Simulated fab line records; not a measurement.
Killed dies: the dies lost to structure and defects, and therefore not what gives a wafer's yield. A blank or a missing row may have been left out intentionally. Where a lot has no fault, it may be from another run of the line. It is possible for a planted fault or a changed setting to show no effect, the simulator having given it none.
A lot that was struck, set against a sound lot | flow n5Finfet | 43 steps out of a route of 1938
Sound: the wafers L617.1, L617.3, L617.4. Struck: wafers L630.4, L630.5, L630.6. At the end, the cause is stated.
For every step that has rows: the tool of each side, followed by ch and its chambers, followed by its first start. Under that, the readings that differ: sound wafers | struck wafers | difference of the means | sigmas: that difference in standard deviations of wafers without a fault.
alike: words and numbers the same on both sides, and readings whose means are apart by under 2 such deviations; not compared: readings that were withheld, readings missing a value for some wafer, numbers with overlapping values and no deviation given by the record, and bounds like >300 which may hide the same value.
Wherever a step has rows on one side only, a row that says differs or no value, or a row with sigmas, the two part there. Numbers that have no deviation but don't overlap get no sigmas and don't part them. A reading that every wafer of one side lacks parts them only if that side has two wafers or more.

N5_BEOL_M1_INSPECT_30: inspects for defects (brightfield).
  sound: defectInspect-01 at day 6 10:44; struck: defectInspect-02 at day 10 15:17
  alike: rawDefectCount
then, 11 steps without rows for these wafers: N5_BEOL_M1_DESCUM_33 (chemistry O2, time 7 s); N5_BEOL_M1_ETCH_77 (etches underlayer in N2/H2, target depth 6.5 nm, time 5.2 s); N5_BEOL_M1_ETCH_69 (etches SiARC in CF4, target depth 15.6 nm, time 26 s); N5_BEOL_M1_ALD_98 (deposits SiO2, target thk 2.5 nm, pulse time 1 s, co reactant pulse time 1 s); N5_BEOL_M1_ETCHBACK_99 (etches SiO2 in CHF3, target depth 5 nm, time 10.4 s); N5_BEOL_M1_ETCH_70 (etches SOC in N2/H2, target depth 80 nm, overetch 16 nm, time 120 s); N5_BEOL_M1_STRIP_71 (strips in N2/H2); N5_BEOL_M1_STRIP_78 (strips in N2/H2); N5_BEOL_M1_VIA_ETCH_34 (etches the open film in C4F6/O2, target depth 67.8 nm, time 64.4 s); N5_BEOL_M1_STRIP_83 (strips in C4F6/O2); N5_BEOL_M1_STRIP_36 (strips in N2/H2).
N5_BEOL_M1_TRENCH_ETCH_37: etches SiOC in C4F6/O2, target depth 55.207 nm, time 29 s.
  sound on rieDiel-01 ch 0,1,2, day 6 11:58; struck on rieDiel-01 ch 0,1,3, day 10 16:13
  alike: drypumpMotorCurrentA, mfcArSccm, oes_ar_750_au, oesProductAu, rfFwdPowerW, rfVppV, showerheadPlenumPTorr, throttleValvePct
  not compared: rfHoursCounterH
then, 2 steps without rows for these wafers: N5_BEOL_M1_ETCH_41 (etches SiCN in CH3F/O2, target depth 31.9 nm, time 57.8 s); N5_BEOL_M1_STRIP_97 (strips in N2/H2, time 10 s).
N5_BEOL_M1_OCD_MEAS_38:
  sound: ocd-01 at day 6 12:07; struck: ocd-01 at day 10 16:22
  alike: trenchDepthNm
then, 4 steps without rows for these wafers: N5_BEOL_M1_HM_STRIP_39 (strips TiN in peroxide tin strip, target depth 25 nm, time 158 s); N5_BEOL_M1_SRD_40 (time 30 s); N5_BEOL_M1_PRECLEAN_42 (cleans in residue remover, time 60 s); N5_BEOL_M1_SRD_43 (time 30 s).
N5_BEOL_M1_CD_MEAS_35: target cd 18 nm, target cd y 21 nm.
  sound: cdSem-01 at day 6 12:17; struck: cdSem-03 at day 10 16:32
  alike: cdNm
then, 2 steps without rows for these wafers: N5_BEOL_M1_DEGAS_44 (time 60 s); N5_BEOL_M1_PRE_CLEAN_45 (time 30 s).
N5_BEOL_M1_ALD_84: deposits TaN, pulse time 2 s, purge time 3 s, co reactant purge time 2 s.
  sound on aldMetal-04 ch 1,2,3, day 6 12:41; struck on aldMetal-04 ch 2,3, day 10 16:50
  alike: heaterPowerW
  not compared: sinceWetCleanH
N5_BEOL_M1_SURFACE_TREAT_85:
  sound: pvdSputter-03 at day 6 12:56; struck: pvdSputter-02 at day 10 17:09
  not compared: pressureMtorr, throttleValvePct
then, 1 step without rows for these wafers: N5_BEOL_M1_CVD_47 (deposits Co from CCTBA/H2, target thk 3 nm, time 223.8 s).
N5_BEOL_M1_SPUTTER_48: material Cu, target thk 4.5 nm, time 8.29 s.
  sound: pvdSputter-01 at day 6 13:10; struck: pvdSputter-01 at day 10 17:31
  alike: throttleValvePct
then, 9 steps without rows for these wafers: N5_BEOL_M1_ANNEAL_49 (time 240 s); N5_BEOL_M1_SPUTTER_79 (material Cu, target thk 4.5 nm, time 8.29 s); N5_BEOL_M1_ANNEAL_80 (time 240 s); N5_BEOL_M1_SPUTTER_81 (material Cu, target thk 4.5 nm, time 8.29 s); N5_BEOL_M1_ANNEAL_82 (time 240 s); N5_BEOL_M1_SPUTTER_86 (material Cu, target thk 4.5 nm, time 8.29 s); N5_BEOL_M1_ANNEAL_87 (time 240 s); N5_BEOL_M1_SPUTTER_88 (material Cu, target thk 4.5 nm, time 8.29 s); N5_BEOL_M1_ANNEAL_89 (time 240 s).
N5_BEOL_M1_SPUTTER_90: material Cu, target thk 4.5 nm, time 8.29 s.
  sound: pvdSputter-01 at day 6 14:16; struck: pvdSputter-01 at day 10 18:37
  alike: throttleValvePct
then, 2 steps without rows for these wafers: N5_BEOL_M1_ANNEAL_91 (time 240 s); N5_BEOL_M1_SPUTTER_92 (material Cu, target thk 4.5 nm, time 8.29 s).
N5_BEOL_M1_ANNEAL_93: time 240 s.
  sound: pvdSputter-01 at day 6 14:34; struck: pvdSputter-01 at day 10 18:55
  alike: heaterPowerW, susceptor_temp_C_max
then, 2 steps without rows for these wafers: N5_BEOL_M1_SPUTTER_94 (material Cu, target thk 4.5 nm, time 8.29 s); N5_BEOL_M1_ANNEAL_95 (time 240 s).
-- record jumps: 6 days separate the struck wafers' starts on either side; left off in module BEOL_M1, taken up again in module PASSIVATION, whose first shown step is the route's number 1936 --
N5_PASSIVATION_PROBE_49:
  the record has rows for the struck wafers here (prober-02, day 16 09:47) and none for the sound ones

## WHERE THEY PART
At N5_PASSIVATION_PROBE_49 and nowhere else, as far as this record goes.

WHY: whatever the simulator had introduced
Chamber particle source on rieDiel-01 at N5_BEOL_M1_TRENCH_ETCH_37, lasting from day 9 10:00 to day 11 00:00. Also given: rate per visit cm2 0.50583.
